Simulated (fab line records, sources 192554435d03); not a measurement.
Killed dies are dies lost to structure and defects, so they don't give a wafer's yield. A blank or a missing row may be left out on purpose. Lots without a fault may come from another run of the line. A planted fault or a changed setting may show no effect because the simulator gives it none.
Chamber matching | flow n5_finfet | N5_GATE_CUT_CMP_02 on cmp-04: 4 sister chambers
The step polishes, stops on SiO2, t overpolish 12.7 s, target thk 0 nm. 4 wafers are shown with their chamber, then 8 later ones without.

WAFERS WITH THEIR CHAMBER
wafer  | chamber | motor_current_A (A)
L084.6 | 0       | 8.5
L086.1 | 3       | 9.2
L086.3 | 2       | 9.7
L089.2 | 1       | 9.1

WAFERS WITHOUT THEIR CHAMBER
wafer  | motor_current_A (A)
L089.4 | 9.2
L089.5 | 8.7
L092.1 | 8.7
L092.2 | 10.1
L092.3 | 9.3
L094.3 | 9.6
L094.5 | 9.3
L094.6 | 9.3

WHICH CHAMBER EACH WENT THROUGH
wafer  | from the rows above          | in truth
L089.4 | can't be placed: 3 or 1      | 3
L089.5 | can't be placed: 0 or 1 or 3 | 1
L092.1 | can't be placed: 0 or 1 or 3 | 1
L092.2 | 2                            | 2
L092.3 | can't be placed: 3 or 1 or 2 | 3
L094.3 | can't be placed: 2 or 3      | 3
L094.5 | can't be placed: 3 or 1 or 2 | 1
L094.6 | can't be placed: 3 or 1 or 2 | 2
Placed correctly: 1 of 8. Can't be placed from these rows: 7 (the true chamber is among the candidates in 7). Placed wrongly: 0.
How it was worked out, from the rows above alone: a wafer's distance from a chamber is the root of the sum, over the readings, of the square of ((its reading less the chamber's mean) divided by the reading's scatter). The wafer belongs to the nearest chamber; if the next one is less than 2 further off, it can't be placed. A chamber's mean is the mean of its shown wafers. The scatter: with one shown wafer a chamber, the root of the mean of the squares of how far each hidden wafer lies from its nearest shown one.
